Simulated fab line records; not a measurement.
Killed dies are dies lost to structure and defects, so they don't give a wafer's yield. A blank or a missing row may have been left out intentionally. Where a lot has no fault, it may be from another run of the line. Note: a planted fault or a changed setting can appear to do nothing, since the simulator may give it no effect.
Chamber matching ; flow n5-finfet ; rie-diel-05 running N5_BEOL_M9_STRIP_36: 4 sister chambers
The step strips in N2/H2. 14 wafers are shown with their chamber, then 7 later ones without.

== WAFERS, EACH WITH ITS CHAMBER ==
wafer;chamber;showerhead-plenum-p-Torr (Torr);drypump-motor-current-A (A);throttle-valve-pct (%)
L079.1;3;2.65;5.6;23.6
L079.3;2;2.64;5.0;24.6
L079.5;3;2.65;5.6;23.6
L082.1;3;2.64;5.6;23.6
L082.2;2;2.64;5.0;24.6
L082.6;0;2.39;6.1;23.9
L084.1;2;2.63;5.0;24.6
L084.3;3;2.64;5.6;23.7
L084.6;2;2.63;5.0;24.6
L086.2;1;2.56;5.7;23.9
L086.3;0;2.39;6.2;23.9
L086.4;3;2.64;5.6;23.6
L087.2;3;2.64;5.6;23.7
L087.4;1;2.56;5.7;23.9

SIGNATURES (averages over the wafers above)
reading;chamber 0;chamber 1;chamber 2;chamber 3;scatter within a chamber
showerhead-plenum-p-Torr;2.3900;2.5600;2.6350;2.6433;0.00483
drypump-motor-current-A;6.150;5.700;5.000;5.600;0.0224
throttle-valve-pct;23.900;23.900;24.600;23.633;0.0365
Rule: a wafer's distance from a chamber is the root of the sum, over the readings, of the square of ((its reading less the chamber's mean) divided by the reading's scatter). If the next closest chamber is less than 2 further off than the closest, the wafer can't be placed; otherwise it belongs to the closest. The scatter is the square root of a quotient: the sum, over the shown wafers, of each reading's squared deviation from its chamber's mean, divided by wafers minus chambers.

== WAFERS WITH NO CHAMBER GIVEN ==
wafer;showerhead-plenum-p-Torr (Torr);drypump-motor-current-A (A);throttle-valve-pct (%)
L087.6;2.39;6.2;23.9
L091.2;2.63;5.0;24.6
L091.3;2.64;5.6;23.7
L091.4;2.56;5.7;23.9
L095.1;2.55;5.7;24.0
L095.3;2.63;5.6;23.7
L095.4;2.71;6.2;23.6

== WHICH CHAMBER EACH ONE RAN IN ==
wafer;from the rows above;in truth
L087.6;0;0
L091.2;2;2
L091.3;3;3
L091.4;1;1
L095.1;1;1
L095.3;3;3
L095.4;3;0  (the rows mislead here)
Correctly placed: 6 of 7. Not placeable from these rows: 0. Wrongly placed: 1.
